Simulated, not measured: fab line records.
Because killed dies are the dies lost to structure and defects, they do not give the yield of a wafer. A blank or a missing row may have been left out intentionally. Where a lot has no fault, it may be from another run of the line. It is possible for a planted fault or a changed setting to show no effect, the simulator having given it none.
fab line records	flow n5_finfet
[record] lots = 9	wafers = 27	last_day = 19
route steps=1938 shown BEOL_M0@750 BEOL_M1@767 BEOL_M4@1111
lots untouched by any fault: they come from a run of this same line in which no faults occurred
start_h: start of the lot's first displayed wafer, in hours after the record's first day	wait_h: hours since the lot's step before	" as in the row above	L1.1+2: one row covering several wafers at once	- no value, or no start given	* or withheld: withheld	< > ~ a bound
route shown NAME@n: a module of which the file shows steps, and the number in the route of the first	usual: mean and standard deviation over wafers with no fault	same: alike in all rows	chamber/n: place in a boat	sites: readings site by site	_std_site: standard deviation across them	_edge_site: inner sites' mean taken away from outer sites' mean	radius_mm: how far each site lies from the wafer's centre	mask NAME#n: copy n	behind: tool/chamber where the wafer was last shaped	hold: cause of the lot's hold/its duration in hours/its outcome	device: the n, p or np transistor that did not switch	end of line: the tests these same wafers got at the end of their route	for a step that has no rows: nothing shown but its recipe	killed: not the wafer's yield, but the dies lost to structure and defects at the first sort	map: the dies of a wafer, with x for killed, . for not killed, _ for no die there
set.NAME: the run value of the setting; set.NAME@STEP: its run value at that earlier step	model.NAME: the simulator's own value behind a step, which no gauge read
one table for each step of the route and one row for each wafer, over a sample of lots
services: the hour from which a tool's chamber was out of use, counted from the record's first day as start_h (under 0 if before that day), plus the number of hours and why
[[steps]]
[step N5_BEOL_M0_INSPECT_127]
[recipe] inspect_instrument = darkfield	mode = post_dep
[usual] raw_defect_count = 72/28
lot.wafer	tool	chamber	start_h	wait_h	raw_defect_count
L306.2	defect_inspect-02	-	126.67	0.0	122
L306.3	"	-	"	"	69
L306.5	"	-	"	"	84
L308.1	defect_inspect-01	-	157.61	0.0	51
L308.3	"	-	"	"	48
L308.4	"	-	"	"	59
L310.2	defect_inspect-01	-	159.92	0.0	58
L310.3	"	-	"	"	44
L310.6	"	-	"	"	57
L314.2	defect_inspect-01	-	182.17	0.0	91
L314.3	"	-	"	"	97
L314.4	"	-	"	"	65
L317.2	defect_inspect-02	-	206.45	0.0	44
L317.4	"	-	"	"	66
L317.5	"	-	"	"	111
L318.2	defect_inspect-02	-	207.49	0.0	42
L318.3	"	-	"	"	50
L318.5	"	-	"	"	46
L321.1	defect_inspect-02	-	217.89	0.0	85
L321.3	"	-	"	"	98
L321.6	"	-	"	"	67
L323.1	defect_inspect-02	-	234.32	0.0	44
L323.3	"	-	"	"	68
L323.6	"	-	"	"	46
L326.4	defect_inspect-02	-	261.49	0.0	83
L326.5	"	-	"	"	48
L326.6	"	-	"	"	64
[step N5_BEOL_M1_DESCUM_16]
[recipe] chemistry = O2	time_s = 7	source_power_w = 50	bias_power_w = 20	pressure_mtorr = 20	rf_frequency_hz = 2.712e+07	temp_c = 40	resist = CAR-EUV	o2_flow_sccm = 225
[usual] drypump_motor_current_A = 5.4/0.37	oes_product_au = 0.80/0.091	rf_vpp_V = 243.2/1.2	showerhead_plenum_p_Torr = 2.10/0.053	throttle_valve_pct = 20.42/0.22
lot.wafer	tool	chamber	start_h	wait_h	drypump_motor_current_A	oes_product_au	rf_hours_counter_h	rf_vpp_V	showerhead_plenum_p_Torr	throttle_valve_pct
L306.2	rie_diel-06	1	129.94	0.0	5.7	0.69	244	242.0	1.97	20.58
L306.3	"	3	"	"	5.2	0.70	230	242.5	2.06	20.74
L306.5	"	1	"	"	5.7	0.68	-	240.7	1.97	20.56
L308.1	rie_diel-06	3	159.99	0.2	5.1	0.69	242	242.1	2.06	20.76
L308.3	"	2	"	"	5.8	0.78	96	244.3	2.12	20.50
L308.4	"	0	"	"	5.4	0.72	194	244.2	2.08	20.63
L310.2	rie_diel-05	2	161.80	0.3	5.8	0.81	95	243.2	2.10	20.67
L310.3	"	1	"	"	4.9	0.88	53	241.5	2.04	20.17
L310.6	"	2	"	"	5.8	0.82	-	243.5	2.10	20.69
L314.2	rie_diel-06	2	184.51	0.0	5.8	0.78	106	244.5	2.11	20.51
L314.3	"	0	"	"	5.4	0.72	204	242.5	2.08	20.65
L314.4	"	2	"	"	5.8	0.78	-	244.4	2.11	20.52
L317.2	rie_diel-05	2	207.70	0.0	5.8	0.81	109	244.5	2.09	20.69
L317.4	"	0	"	"	4.9	0.68	228	242.7	2.06	20.70
L317.5	"	0	"	"	4.9	0.69	-	242.3	2.07	20.69
L318.2	rie_diel-03	2	210.79	0.0	5.8	0.69	194	244.3	2.16	20.15
L318.3	"	1	"	"	5.1	0.81	93	244.9	2.11	20.22
L318.5	"	3	"	"	5.4	0.75	-	243.2	2.08	20.63
L321.1	rie_diel-06	2	219.47	0.0	5.8	0.77	117	242.7	2.11	20.53
L321.3	"	1	"	"	5.7	0.93	13	245.1	2.23	20.25
L321.6	"	2	"	"	5.8	0.77	-	242.9	2.11	20.53
L323.1	rie_diel-06	2	238.46	0.1	5.8	0.76	123	242.7	2.11	20.54
L323.3	"	1	"	"	5.7	0.92	19	245.4	2.23	20.24
L323.6	"	1	"	"	5.7	0.91	-	246.7	2.23	20.25
L326.4	rie_diel-05	0	262.55	0.0	4.9	0.67	241	242.5	2.06	20.72
L326.5	"	1	"	"	4.9	0.83	-	242.8	2.03	20.22
L326.6	"	0	"	"	4.9	0.67	-	243.6	2.06	20.73
[step N5_BEOL_M1_STRIP_19]
[recipe] chemistry = O2	power_w = 400	temp_c = 40	pressure_mtorr = 30	rf_frequency_hz = 6e+07	bias_power_w = 0	overash_fraction = 0.2	o2_flow_sccm = 225
[usual] drypump_motor_current_A = 5.5/0.38	oes_product_au = 0.79/0.084	rf_vpp_V = 3.6/0.47	showerhead_plenum_p_Torr = 2.10/0.051	throttle_valve_pct = 16.65/0.23
lot.wafer	tool	chamber	start_h	wait_h	drypump_motor_current_A	oes_product_au	rf_hours_counter_h	rf_vpp_V	showerhead_plenum_p_Torr	throttle_valve_pct
L306.2	rie_diel-03	1	130.39	0.1	5.1	0.83	70	3.4	2.12	16.44
L306.3	"	2	"	"	5.7	0.72	172	2.9	2.17	16.41
L306.5	"	1	"	"	5.1	0.83	-	4.4	2.12	16.43
L308.1	rie_diel-05	2	160.52	0.2	5.8	0.82	94	3.0	2.10	16.89
L308.3	"	1	"	"	4.9	0.88	52	2.7	2.05	16.41
L308.4	"	3	"	"	5.4	0.77	120	3.7	2.11	16.42
L310.2	rie_diel-05	1	162.17	0.1	4.9	0.87	53	4.0	2.05	16.42
L310.3	"	0	"	"	4.9	0.69	213	3.6	2.07	16.93
L310.6	"	2	"	"	5.8	0.82	-	3.9	2.10	16.89
L314.2	rie_diel-05	0	184.87	0.1	4.9	0.69	221	3.9	2.07	16.97
L314.3	"	3	"	"	5.4	0.77	127	2.4	2.10	16.41
L314.4	"	1	"	"	5.0	0.86	60	3.3	2.04	16.42
L317.2	rie_diel-06	2	208.06	0.1	5.8	0.77	114	3.8	2.11	16.78
L317.4	"	3	"	"	5.1	1.00	4	3.3	2.06	16.55
L317.5	"	2	"	"	5.8	0.78	-	3.9	2.11	16.78
L318.2	rie_diel-03	3	211.15	0.1	5.4	0.75	154	3.5	2.08	16.87
L318.3	"	2	"	"	5.8	0.72	194	3.3	2.16	16.46
L318.5	"	2	"	"	5.8	0.71	-	4.3	2.16	16.46
L321.1	rie_diel-06	0	219.83	0.1	5.4	0.71	216	3.5	2.08	16.95
L321.3	"	3	"	"	5.2	0.98	7	3.6	2.06	16.58
L321.6	"	1	"	"	5.7	0.93	-	2.9	2.23	16.44
L323.1	rie_diel-03	0	238.88	0.1	6.3	0.89	24	3.6	2.06	16.36
L323.3	"	3	"	"	5.4	0.74	161	4.1	2.08	16.92
L323.6	"	2	"	"	5.7	0.69	-	2.1	2.16	16.49
L326.4	rie_diel-06	1	262.91	0.1	5.7	0.91	25	3.5	2.23	16.46
L326.5	"	1	"	"	5.7	0.91	-	5.1	2.23	16.45
L326.6	"	2	"	"	5.8	0.77	-	3.5	2.11	16.81
[step N5_BEOL_M1_COAT_67]
[recipe] resist = SOC	temp_c = 250	time_s = 60	spin_rpm = 1500	resist_thk_nm = 60
[usual] exhaust_pa = 45.0/0.83	resist_line_temp_C = 22.98/0.11	spin_speed_rpm = 1500.2/1.1
lot.wafer	tool	chamber	start_h	wait_h	exhaust_pa	resist_line_temp_C	spin_speed_rpm
L306.2	litho_track-03	0	130.49	0.0	44.8	23.10	1502.6
L306.3	"	0	"	"	44.3	22.99	1501.0
L306.5	"	0	"	"	44.1	22.93	1501.9
L308.1	litho_track-02	0	160.63	0.0	44.3	22.99	1499.9
L308.3	"	0	"	"	46.2	23.04	1499.8
L308.4	"	0	"	"	45.0	23.29	1500.9
L310.2	litho_track-03	0	162.28	0.0	44.9	23.01	1501.0
L310.3	"	0	"	"	45.8	23.00	1500.0
L310.6	"	0	"	"	44.8	22.78	1501.0
L314.2	litho_track-03	0	184.97	0.0	44.0	23.01	1500.1
L314.3	"	0	"	"	44.5	23.02	1500.1
L314.4	"	0	"	"	45.9	23.03	1500.5
L317.2	litho_track-02	0	208.16	0.0	44.9	22.80	1500.3
L317.4	"	0	"	"	43.3	23.01	1499.7
L317.5	"	0	"	"	44.5	23.05	1499.4
L318.2	litho_track-03	0	211.25	0.0	44.8	23.10	1537.1
L318.3	"	0	"	"	46.2	22.99	1538.5
L318.5	"	0	"	"	44.7	23.02	1537.5
L321.1	litho_track-01	0	219.93	0.0	46.5	22.92	1501.1
L321.3	"	0	"	"	45.1	23.00	1500.9
L321.6	"	0	"	"	45.8	23.17	1502.8
L323.1	litho_track-03	0	238.98	0.0	44.0	23.14	1538.1
L323.3	"	0	"	"	46.2	23.08	1537.9
L323.6	"	0	"	"	45.6	23.03	1537.9
L326.4	litho_track-01	0	263.02	0.0	45.1	23.07	1500.2
L326.5	"	0	"	"	44.1	23.03	1498.5
L326.6	"	0	"	"	45.2	23.11	1499.1
[step N5_BEOL_M4_RC_MEAS_101]
[usual] DIBL_N = 36.2/1.2	DIBL_P = 36.3/1.3	IOFF_N = 0.155/0.019	IOFF_P = 0.210/0.029	ION_N = 677/8.6	ION_P = 465/6.8	SS_N = 71.4/0.48	SS_P = 73.2/0.53	VT_N = 249.9/2.4	VT_P = -250/3.2
lot.wafer	tool	chamber	start_h	wait_h	DIBL_N[mV/V]	DIBL_P[mV/V]	IOFF_N[nA/um]	IOFF_P[nA/um]	ION_N[uA/um]	ION_P[uA/um]	SS_N[mV/dec]	SS_P[mV/dec]	VT_N[mV]	VT_P[mV]
L306.2	prober-02	0	164.57	0.2	35.9	36.3	0.161	0.233	680	471	71.5	73.6	247.7	-247
L306.3	"	0	"	"	35.5	36.4	0.155	0.227	690	476	70.4	72.9	246.8	-247
L306.5	"	0	"	"	35.7	36.2	0.155	0.229	681	472	70.8	73.7	246.7	-248
L308.1	prober-02	0	199.88	0.0	35.7	36.0	0.144	0.215	671	463	71.6	73.4	251.6	-249
L308.3	"	0	"	"	37.4	38.4	0.182	0.245	678	469	70.9	74.0	246.6	-247
L308.4	"	0	"	"	37.0	37.4	0.166	0.222	666	464	71.0	73.7	249.5	-248
L310.2	prober-02	0	216.28	0.2	35.7	36.7	0.176	0.239	682	470	71.8	72.9	251.2	-250
L310.3	"	0	"	"	34.8	35.9	0.147	0.219	680	474	70.9	74.0	250.3	-252
L310.6	"	0	"	"	33.7	34.1	0.128	0.190	681	467	70.7	73.0	250.1	-250
L314.2	prober-01	0	245.08	0.2	34.4	33.4	0.117	0.192	669	470	70.6	72.5	253.2	-245
L314.3	"	0	"	"	36.1	36.1	0.154	0.227	680	474	71.4	73.4	250.9	-247
L314.4	"	0	"	"	37.6	37.4	0.181	0.253	684	470	71.6	74.0	246.6	-247
L317.2	prober-01	0	268.20	0.2	37.0	35.5	0.158	0.207	678	463	71.4	73.4	250.1	-250
L317.4	"	0	"	"	35.7	34.1	0.138	0.196	683	472	71.5	72.2	250.8	-245
L317.5	"	0	"	"	39.4	38.0	0.196	0.252	681	469	71.9	73.3	247.5	-245
L318.2	prober-02	0	273.99	0.2	35.4	37.3	0.158	0.225	674	462	71.5	74.0	251.2	-249
L318.3	"	0	"	"	34.9	36.4	0.147	0.215	675	469	71.8	73.4	249.0	-249
L318.5	"	0	"	"	35.6	37.5	0.172	0.238	680	472	70.5	73.7	248.5	-246
L323.1	prober-02	0	284.92	0.0	35.8	36.8	0.170	0.225	678	472	71.5	73.3	245.8	-248
L323.3	"	0	"	"	35.6	36.4	0.158	0.217	681	469	71.2	73.2	249.6	-248
L323.6	"	0	"	"	34.0	34.9	0.139	0.197	679	467	70.5	73.4	247.4	-249
L321.1	prober-02	0	292.39	0.0	38.3	36.4	0.164	0.178	679	460	70.9	73.2	250.1	-255
L321.3	"	0	"	"	38.5	36.8	0.166	0.186	676	451	71.7	73.6	251.8	-254
L321.6	"	0	"	"	37.0	35.2	0.143	0.159	678	459	71.3	72.5	249.1	-256
L326.4	prober-02	0	329.51	0.5	36.7	36.1	0.170	0.206	676	466	71.5	73.0	247.0	-251
L326.5	"	0	"	"	36.6	35.9	0.166	0.199	676	461	70.6	73.5	250.3	-252
L326.6	"	0	"	"	37.7	38.0	0.184	0.240	690	471	72.1	73.9	245.6	-249
[[services]]
tool	chamber	start_h	hours	kind
rie_diel-03	0	109.73	-	clean
rie_diel-03	0	109.73	-	consumable_replace:focus_ring
rie_diel-03	0	109.73	26.8	scheduled_down
rie_diel-03	0	109.73	26.8	vent_cycle
rie_diel-06	1	144.27	14.9	repair
rie_diel-03	3	152.15	13.5	repair
rie_diel-03	-	157.17	10.0	pm
rie_diel-06	1	161.77	-	clean
rie_diel-06	1	161.77	-	consumable_replace:focus_ring
rie_diel-06	1	161.77	-	consumable_replace:showerhead
rie_diel-06	1	161.77	18.3	scheduled_down
rie_diel-06	1	161.77	18.3	vent_cycle
rie_diel-05	3	175.74	3.6	repair
rie_diel-06	3	180.34	-	clean
rie_diel-06	3	180.34	-	consumable_replace:focus_ring
rie_diel-06	3	180.34	15.5	scheduled_down
rie_diel-06	3	180.34	15.5	vent_cycle
rie_diel-03	0	209.33	4.7	repair
rie_diel-06	0	235.18	4.9	repair
[[key]]
[first_sign] step = N5_BEOL_M1_COAT_67	reading = spin_speed_rpm	direction = up	sigmas = 35	usual = *	struck = *
effect none on later readings
met_at N5_BEOL_M1_COAT_67
struck_lots L318,L323
not_acting_at N5_BEOL_M0_INSPECT_127,N5_BEOL_M1_DESCUM_16,N5_BEOL_M1_STRIP_19
onset_between 184.97 211.25
[fault] kind = process_parameter_drift	tool = litho_track-03	chamber = -	onset_h = 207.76	steps = N5_BEOL_M1_COAT_67	channel = spin_rpm	offset = *	shape = step	end_h = 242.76	acts_in = *	stated = *
